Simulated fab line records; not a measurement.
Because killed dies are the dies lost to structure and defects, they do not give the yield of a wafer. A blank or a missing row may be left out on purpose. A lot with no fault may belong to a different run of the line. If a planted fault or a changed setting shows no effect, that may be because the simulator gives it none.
Matching of chambers ; flow nandHarc ; NHARC_A_ZERO_WELL_DESCUM_12 on rieDiel-05: 4 sister chambers
The step chemistry O2, time 3 s. 27 wafers are shown with their chamber, then 12 later ones without.

== WAFERS, EACH WITH ITS CHAMBER ==
wafer;chamber;drypumpMotorCurrentA (A);oesProductAu (a.u.);rfVppV (V)
L074.1;2;5.5;0.992;58.9
L074.3;0;6.0;0.994;58.7
L074.4;1;5.7;1.010;58.4
L076.2;2;5.5;0.994;58.5
L076.3;1;5.7;1.011;58.4
L076.5;2;5.5;1.006;60.1
L078.1;2;5.4;1.002;57.8
L078.5;3;5.3;1.003;56.7
L078.6;0;6.0;1.005;58.4
L077.1;3;5.3;0.990;57.0
L077.2;1;5.7;1.009;58.0
L077.3;2;5.5;0.993;59.2
L080.3;3;5.3;1.010;57.7
L080.4;2;5.5;0.999;58.0
L080.6;0;6.1;1.002;57.7
L083.1;2;5.4;1.005;58.3
L083.3;0;6.0;1.004;58.6
L083.6;3;5.3;0.999;57.0
L084.2;1;5.7;1.009;56.3
L084.3;2;5.5;1.004;59.1
L084.4;3;5.3;0.996;58.1
L085.3;3;5.3;1.005;59.2
L085.5;0;6.1;1.010;58.0
L085.6;3;5.3;1.016;56.8
L092.1;0;6.1;1.015;57.2
L092.5;2;5.5;1.008;58.4
L092.6;1;5.7;1.009;58.2

SIGNATURES (averages over the wafers above)
reading;chamber 0;chamber 1;chamber 2;chamber 3;scatter within a chamber
drypumpMotorCurrentA;6.050;5.700;5.478;5.300;0.0364
oesProductAu;1.00500;1.00960;1.00033;1.00271;0.00662
rfVppV;58.100;57.860;58.700;57.500;0.773
Rule: distance of a wafer from a chamber = root of the sum over the readings of ((wafer's reading minus chamber's mean) / reading's scatter) squared. If the next closest chamber is less than 2 further off than the closest, the wafer can't be placed; otherwise it belongs to the closest. The scatter is the square root of a quotient: the sum, over the shown wafers, of each reading's squared deviation from its chamber's mean, divided by wafers minus chambers.

== WAFERS WITHOUT THEIR CHAMBER ==
wafer;drypumpMotorCurrentA (A);oesProductAu (a.u.);rfVppV (V)
L093.2;6.0;1.009;57.3
L093.3;5.8;1.006;58.3
L093.6;5.3;0.993;57.3
L095.3;6.0;1.005;57.3
L095.5;5.3;0.999;55.9
L095.6;6.0;1.005;58.3
L096.1;5.7;1.010;59.9
L096.2;5.5;1.006;57.5
L096.4;5.3;1.000;57.9
L097.2;6.0;1.013;58.7
L097.3;5.7;1.008;57.2
L097.4;5.5;1.000;58.7

== EACH ONE'S CHAMBER ==
wafer;from the rows above;in truth
L093.2;0;0
L093.3;1;1
L093.6;3;3
L095.3;0;0
L095.5;3;3
L095.6;0;0
L096.1;1;1
L096.2;2;2
L096.4;3;3
L097.2;0;0
L097.3;1;1
L097.4;2;2
12 of 12 placed correctly. Can't be placed from these rows: 0. 0 placed wrongly.
